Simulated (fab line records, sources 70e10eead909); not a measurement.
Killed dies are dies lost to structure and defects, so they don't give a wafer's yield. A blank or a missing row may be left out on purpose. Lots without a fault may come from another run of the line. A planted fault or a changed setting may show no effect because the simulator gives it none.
Which tool did it? | flow nand_harc | 11 lots, 33 wafers sampled, at 5 steps of a route of 1159

WHAT THE GAUGES READ, wafer by wafer
NHARC_A_BLC_INSPECT_28. Usual: raw_defect_count 452, standard deviation 140.
lot  | measured     | on                | raw_defect_count | flag
L493 | day 17 20:19 | defect_inspect-02 | 366 328 324      |
L496 | day 18 06:55 | defect_inspect-01 | 314 407 383      |
L497 | day 18 10:16 | defect_inspect-02 | 591 676 567      |
L495 | day 18 11:25 | defect_inspect-01 | 556 330 510      |
L498 | day 19 08:52 | defect_inspect-01 | 572 569 614      |
L503 | day 19 18:04 | defect_inspect-01 | 360 389 405      |
L504 | day 20 08:47 | defect_inspect-02 | 419 614 416      |
L505 | day 20 13:16 | defect_inspect-02 | 412 407 528      |
L507 | day 21 15:59 | defect_inspect-02 | 548 463 489      |
L512 | day 21 16:26 | defect_inspect-02 | 374 392 235      |
L515 | day 22 13:40 | defect_inspect-02 | 398 389 327      |

NHARC_END_SORT_01. Usual: defect_limited_yield 95.7 %, standard deviation 1.5; killed_at_array 25, standard deviation 10; killed_at_other 0.6, standard deviation 0.91; killed_at_periphery 3.6, standard deviation 2.9; killed_dies 29, standard deviation 10; killed_open 3.3, standard deviation 2; killed_short 1.9, standard deviation 1.5; sort_bin_2_pct 1.3 %, standard deviation 0.61; sort_bin_3_pct 0.26 %, standard deviation 0.19; sort_bin_4_pct 2.7 %, standard deviation 1; sort_n_pass 648, standard deviation 10; sort_rim_yield_pct 94 %, standard deviation 3.2; sort_yield_pct 95.7 %, standard deviation 1.5.
lot  | measured     | on        | defect_limited_yield (%) | killed_at_array | killed_at_other | killed_at_periphery | killed_dies | killed_open | killed_short | sort_bin_2_pct (%) | sort_bin_3_pct (%) | sort_bin_4_pct (%) | sort_n_pass | sort_rim_yield_pct (%) | sort_yield_pct (%) | flag
L496 | day 20 05:18 | prober-01 | 98.4 97.8 98.2           | 8 10 11         | 1 2 0           | 2 3 1               | 11 15 12    | 2 3 4       | 2 3 1        | 0.1 0.3 0.3        | 0.30 0.30 0.15     | 1.2 1.6 1.3        | 666 662 665 | 97 97 98               | 98.4 97.8 98.2     |
L495 | day 20 12:48 | prober-02 | 96.5 96.5 97.5           | 20 20 12        | 0 0 0           | 4 4 5               | 24 24 17    | 1 3 2       | 1 2 0        | 0.7 1.0 1.2        | 0.30 0.15 0.15     | 2.5 2.4 1.2        | 653 653 660 | 93 94 95               | 96.5 96.5 97.5     |
L503 | day 21 19:29 | prober-01 | 95.4 94.8 96.6           | 26 23 17        | 1 4 2           | 4 8 4               | 31 35 23    | 4 4 1       | 2 1 1        | 1.8 1.0 1.3        | 0.30 0.44 0.15     | 2.5 3.7 1.9        | 646 642 654 | 95 90 95               | 95.4 94.8 96.6     |
L505 | day 22 03:14 | prober-02 | 95.0 95.4 95.6           | 30 28 27        | 1 1 1           | 3 2 2               | 34 31 30    | 2 4 6       | 3 3 2        | 1.5 1.6 1.5        | 0.15 0 0.30        | 3.4 3.0 2.7        | 643 646 647 | 92 93 92               | 95.0 95.4 95.6     |
L507 | day 23 05:12 | prober-02 | 91.4 0 92.6              | 55 677 50       | 0 0 0           | 3 0 0               | 58 677 50   | 7 2 2       | 0 1 1        | 3.7 94.4 2.7       | 0.44 0.44 0.15     | 4.4 5.2 4.6        | 619 0 627   | 92 0 95                | 91.4 0 92.6        | OFF
L512 | day 23 12:20 | prober-01 | 0 97.5 96.5              | 675 15 18       | 0 0 1           | 2 2 5               | 677 17 24   | 0 1 7       | 1 0 1        | 99.0 0.4 1.5       | 0.15 0.30 0        | 0.9 1.8 2.1        | 0 660 653   | 0 97 95                | 0 97.5 96.5        | OFF
L515 | day 24 08:04 | prober-02 | 95.4 92.3 94.5           | 30 46 36        | 1 2 0           | 0 4 1               | 31 52 37    | 4 4 0       | 0 4 0        | 1.3 2.5 1.8        | 0.30 0.59 0.30     | 3.0 4.6 3.4        | 646 625 640 | 98 96 96               | 95.4 92.3 94.5     |

WHICH TOOL RAN EACH LOT (tool, then ch and the chambers of the sampled wafers, then the start)
lot  | NHARC_A_BLC_CMP_25            | NHARC_A_M0_DESCUM_14               | NHARC_A_M0_ETCH_15
L493 | cmp-02 ch 0,1,2, day 17 19:55 | rie_diel-13 ch 0,1,3, day 17 21:28 | rie_diel-13 ch 2,3, day 17 21:38
L496 | cmp-02 ch 0,1,3, day 18 06:32 | rie_diel-07 ch 1,2,3, day 18 07:58 | rie_diel-07 ch 0,1, day 18 08:07
L497 | cmp-01 ch 0,2, day 18 09:53   | rie_diel-13 ch 1,2,3, day 18 11:22 | rie_diel-13 ch 0,1,2, day 18 11:33
L495 | cmp-01 ch 0,2, day 18 11:02   | rie_diel-13 ch 1,2,3, day 18 12:35 | rie_diel-13 ch 0,1,3, day 18 12:46
L498 | cmp-01 ch 0,1,2, day 19 08:31 | rie_diel-13 ch 0,3, day 19 09:57   | rie_diel-13 ch 0,1,3, day 19 10:07
L503 | cmp-02 ch 1,2, day 19 17:41   | rie_diel-13 ch 0,1,3, day 19 19:02 | rie_diel-13 ch 0,2,3, day 19 19:12
L504 | cmp-03 ch 0,2, day 20 08:23   | rie_diel-13 ch 0,2, day 20 09:55   | rie_diel-13 ch 0,2,3, day 20 10:07
L505 | cmp-03 ch 0,1,2, day 20 12:53 | rie_diel-06 ch 1,3, day 20 14:22   | rie_diel-06 ch 0,3, day 20 14:31
L507 | cmp-03 ch 0,2, day 21 15:35   | rie_diel-13 ch 0,2,3, day 21 17:07 | rie_diel-13 ch 1,2,3, day 21 17:17
L512 | cmp-01 ch 0,2,3, day 21 16:03 | rie_diel-13 ch 0,1,2, day 21 17:54 | rie_diel-13 ch 0,1, day 21 18:04
L515 | cmp-03 ch 0,1,2, day 22 13:17 | rie_diel-06 ch 1,2,3, day 22 14:46 | rie_diel-06 ch 0,2,3, day 22 14:58
- NHARC_A_BLC_CMP_25: polishes, t overpolish 30 s, target thk 150 nm.
- NHARC_A_M0_DESCUM_14: chemistry O2, time 3 s.
- NHARC_A_M0_ETCH_15: etches the open film in C4F8/Ar, target depth 150 nm, overetch 15 nm, time 82.5 s.

WHAT THE TOOLS THEMSELVES READ (means of the sampled wafers that have a number; where no wafer has one, the mark that the record gives instead)
NHARC_A_BLC_CMP_25. Usual: motor_current_A 11.5 A, standard deviation 1.1; overpolish_run_s 30.000 s, standard deviation 0.0084; retaining_ring_pressure_frac 1.000, standard deviation 0.005; slurry_flow_ml_min 150.0, standard deviation 0.5; time_to_endpoint_s 30.2 s, standard deviation 2.5.
lot  | tool   | motor_current_A (A) | overpolish_run_s (s) | retaining_ring_pressure_frac | slurry_flow_ml_min | time_to_endpoint_s (s) | flag
L493 | cmp-02 | 11.7                | 30.002               | 0.999                        | 150.1              | 29.9                   |
L496 | cmp-02 | 11.4                | 30.003               | 1.000                        | 149.8              | 28.5                   |
L497 | cmp-01 | 13.0                | 30.011               | 1.000                        | 149.9              | 32.9                   |
L495 | cmp-01 | 13.2                | 30.006               | 1.000                        | 150.1              | 29.3                   |
L498 | cmp-01 | 12.5                | 30.000               | 1.002                        | 149.9              | 31.4                   |
L503 | cmp-02 | 11.8                | 30.001               | 0.994                        | 150.7              | 33.8                   |
L504 | cmp-03 | 10.9                | 30.001               | 1.001                        | 150.2              | 29.2                   |
L505 | cmp-03 | 10.9                | 29.995               | 1.001                        | 150.3              | 31.1                   |
L507 | cmp-03 | 10.3                | 30.011               | 1.003                        | 150.1              | 29.7                   |
L512 | cmp-01 | 12.3                | 29.998               | 1.003                        | 150.2              | 30.9                   |
L515 | cmp-03 | 10.9                | 30.005               | 0.998                        | 149.5              | 29.4                   |

NHARC_A_M0_DESCUM_14. Usual: chamber_pressure_mTorr 60.00 mTorr, standard deviation 0.056; drypump_motor_current_A 5.8 A, standard deviation 0.43; oes_product_au 0.997 a.u., standard deviation 0.017; rf_vpp_V 57.8 V, standard deviation 1; showerhead_plenum_p_Torr 1.94 Torr, standard deviation 0.087; throttle_valve_pct 11.311 %, standard deviation 0.0091.
lot  | tool        | chamber_pressure_mTorr (mTorr) | drypump_motor_current_A (A) | oes_product_au (a.u.) | rf_vpp_V (V) | showerhead_plenum_p_Torr (Torr) | throttle_valve_pct (%) | flag
L493 | rie_diel-13 | 59.98                          | 6.0                         | 0.991                 | 57.1         | 1.94                            | 11.309                 |
L496 | rie_diel-07 | 59.98                          | 6.0                         | 1.000                 | 57.9         | 1.93                            | 11.309                 |
L497 | rie_diel-13 | 60.03                          | 6.0                         | 0.998                 | 57.8         | 1.96                            | 11.317                 |
L495 | rie_diel-13 | 60.03                          | 6.0                         | 0.992                 | 58.5         | 1.96                            | 11.308                 |
L498 | rie_diel-13 | 59.97                          | 5.7                         | 0.978                 | 56.6         | 1.91                            | 11.309                 |
L503 | rie_diel-13 | 60.03                          | 5.9                         | 0.998                 | 58.2         | 1.94                            | 11.309                 |
L504 | rie_diel-13 | 60.00                          | 5.4                         | 0.985                 | 59.0         | 1.98                            | 11.312                 |
L505 | rie_diel-06 | 60.01                          | 5.6                         | 0.992                 | 58.0         | 1.94                            | 11.316                 |
L507 | rie_diel-13 | 60.03                          | 5.6                         | 0.989                 | 57.3         | 1.93                            | 11.315                 |
L512 | rie_diel-13 | 59.99                          | 5.7                         | 1.011                 | 57.6         | 2.01                            | 11.303                 |
L515 | rie_diel-06 | 59.98                          | 5.5                         | 1.002                 | 57.9         | 1.95                            | 11.302                 |

NHARC_A_M0_ETCH_15. Usual: chamber_pressure_mTorr 24.999 mTorr, standard deviation 0.022; oes_product_au 0.948 a.u., standard deviation 0.026; rf_vpp_V 442 V, standard deviation 3.1.
lot  | tool        | chamber_pressure_mTorr (mTorr) | oes_product_au (a.u.) | rf_vpp_V (V) | flag
L493 | rie_diel-13 | 25.013                         | 0.925                 | 442          |
L496 | rie_diel-07 | 25.005                         | 0.968                 | 438          |
L497 | rie_diel-13 | 25.017                         | 0.913                 | 444          |
L495 | rie_diel-13 | 25.010                         | 0.918                 | 442          |
L498 | rie_diel-13 | 25.004                         | 0.909                 | 441          |
L503 | rie_diel-13 | 25.005                         | 0.921                 | 441          |
L504 | rie_diel-13 | 24.991                         | 0.956                 | 440          |
L505 | rie_diel-06 | 25.013                         | 0.955                 | 441          |
L507 | rie_diel-13 | 25.029                         | 0.938                 | 442          |
L512 | rie_diel-13 | 24.984                         | 0.928                 | 444          |
L515 | rie_diel-06 | 25.015                         | 0.956                 | 441          |

THE ANSWER, worked out from the rows above alone
Rule: a lot is off if the mean of its wafers that have a number lies more than 3 standard deviations from the usual mean. A lot without any number at a reading at which 4 lots or more have one is off too. The other lots that the step has rows for count as sound. The gauges are gone through in route order, then the tools' own readings, and for those a lot's mean is taken as printed above. The first step at which some lot is off is used, and at that step the reading that is off furthest; a lot without a number counts as furthest.
Off: L507, L512, at NHARC_END_SORT_01 (sort_bin_2_pct). Neither off nor sound, because the step has no rows for them: L493, L497, L498, L504.
A tool fits if, at a process step before that reading, it ran every lot that is off, and no sound lot after the first of them. The gauges at NHARC_END_SORT_01 are tried like those tools. One fits: rie_diel-13 at NHARC_A_M0_DESCUM_14 and NHARC_A_M0_ETCH_15. At NHARC_A_M0_DESCUM_14 its last sound lot is L503 (day 19 19:02), its first lot that is off L507 (day 21 17:07): a fault that began between those two fits.

WHAT THE SIMULATOR HAD PUT IN
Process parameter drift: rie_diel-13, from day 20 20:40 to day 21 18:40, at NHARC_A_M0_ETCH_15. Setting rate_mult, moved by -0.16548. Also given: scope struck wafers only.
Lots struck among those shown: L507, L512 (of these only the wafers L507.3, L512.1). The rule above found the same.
